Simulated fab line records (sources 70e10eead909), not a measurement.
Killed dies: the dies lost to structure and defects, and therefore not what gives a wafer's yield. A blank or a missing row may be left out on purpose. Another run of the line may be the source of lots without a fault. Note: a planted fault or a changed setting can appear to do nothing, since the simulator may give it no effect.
A lot that was struck, set against a sound lot | flow nand harc | 14 out of 1302 route steps
Sound: the wafers L119.3, L119.4, L119.6. The struck wafers were L125.3, L125.4, L125.5. The cause comes at the end.
Order at every step that has rows: each side's tool, ch and its chambers, its first start. Under that, the readings that differ: sound wafers | struck wafers | difference of the means | sigmas: that difference in standard deviations of wafers without a fault.
alike: readings whose means differ by less than 2 such deviations, and words and numbers that are the same on both sides. not compared: withheld readings, readings that some wafer has no value for, bounds like >300 that may hide the same value, and numbers for which the record gives no deviation and whose values overlap.
The two part at a step that has a row with sigmas, a row that says differs or no value, or rows on one side only. Numbers that don't overlap but have no deviation are shown without sigmas and don't part them. Lack of a reading on every wafer of one side parts them only where that side has two or more wafers.

first, 9 steps without rows for these wafers: NHARC_THIN_TSV_PVD_24 (deposits Al, target thk 800 nm); NHARC_THIN_TSV_DEHYDRATE_25 (time 120 s); NHARC_THIN_TSV_HMDS_26 (time 30 s); NHARC_THIN_TSV_COAT_27; NHARC_THIN_TSV_SOFTBAKE_28 (time 95 s); NHARC_THIN_TSV_EBR_29; NHARC_THIN_TSV_EXPOSE_30 (exposes mask PAD); NHARC_THIN_TSV_PEB_31 (peb time 85 s); NHARC_THIN_TSV_DEVELOP_32 (time 70 s).
NHARC_THIN_TSV_CD_MEAS_33: the cd target is 5000 nm.
  sound on cd sem-01 ch 0, day 26 23:56; struck on cd sem-02 ch 0, day 29 12:31
  alike: cd nm
then, 1 step without rows for these wafers: NHARC_THIN_TSV_HARDBAKE_34 (time 80 s).
NHARC_THIN_TSV_DESCUM_35: chemistry O2, time 3 s.
  sound on rie diel-10 ch 0,1,3, day 27 00:07; struck on rie diel-01 ch 0,3, day 29 12:41
  alike: drypump motor current A, o2 flow sccm, oes product au, rf vpp V, showerhead plenum p Torr, throttle valve pct
  not compared: rf hours counter h
NHARC_THIN_TSV_ETCH_59: etches the open film in Cl2/BCl3, target depth 880 nm, time 138.1 s.
  sound on rie metal-02 ch 0,1, day 27 00:18; struck on rie metal-01 ch 0,1, day 29 12:52
  no value came back on the struck wafers for any of 6 readings (bcl3 flow sccm (sccm), bias w (W) and others); on the sound wafers bcl3 flow sccm (sccm) reads 30.04 29.97 29.98
  not compared: rf hours counter h
NHARC_THIN_TSV_ETCH_36: etches the open film in Cl2/BCl3, target depth 65 nm, time 18.571 s.
  sound on rie metal-02 ch 0,1, day 27 00:29; struck on rie metal-01 ch 0,1, day 29 13:04
  alike: chamber pressure mTorr, drypump motor current A, oes product au
  not compared: rf hours counter h

== WHERE THEY PART ==
Within this record, at NHARC_THIN_TSV_ETCH_59 only. Later steps at which nothing parts them and some readings are alike: NHARC_THIN_TSV_ETCH_36.

WHY: whatever the simulator had introduced
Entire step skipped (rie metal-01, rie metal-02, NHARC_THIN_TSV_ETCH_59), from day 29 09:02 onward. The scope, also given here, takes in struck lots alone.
